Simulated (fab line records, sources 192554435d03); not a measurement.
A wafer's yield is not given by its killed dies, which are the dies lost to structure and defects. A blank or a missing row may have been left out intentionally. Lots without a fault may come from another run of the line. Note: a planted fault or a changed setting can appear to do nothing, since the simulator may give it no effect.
Chamber matching    flow n5-finfet    rie-diel-06 running N5_DUMMY_REMOVAL_HM_STRIP_01: 4 sister chambers
The step strips SiNx in CH3F/O2, stops on poly-Si, target depth 4 nm, time 6.8 s. 4 wafers are shown with their chamber, then 9 later ones without.

WAFERS WITH THEIR CHAMBER
wafer   chamber  showerhead-plenum-p-Torr (Torr)
L089.3  1        2.03
L093.1  3        2.12
L093.2  0        1.93
L093.3  2        1.99

WAFERS MISSING THEIR CHAMBER
wafer   showerhead-plenum-p-Torr (Torr)
L094.4  2.12
L094.5  1.99
L094.6  2.12
L095.2  1.93
L095.4  2.02
L095.5  1.99
L097.4  1.93
L097.5  2.11
L097.6  1.99

EACH ONE'S CHAMBER
wafer   from the rows above  in truth
L094.4  3                    3
L094.5  2                    2
L094.6  3                    3
L095.2  0                    0
L095.4  1                    1
L095.5  2                    2
L097.4  0                    0
L097.5  3                    3
L097.6  2                    2
Placed correctly: 9 of 9. From these rows, 0 cannot be placed. Wrongly placed: 0.
How it was worked out, from the rows above alone: a wafer's distance from a chamber is the root of the sum, over the readings, of the square of ((its reading less the chamber's mean) divided by the reading's scatter). If the next closest chamber is less than 2 further off than the closest, the wafer can't be placed; otherwise it belongs to the closest. Each chamber's mean is taken over the wafers shown for it. The scatter: with one shown wafer a chamber, the root of the mean of the squares of how far each hidden wafer lies from its nearest shown one.
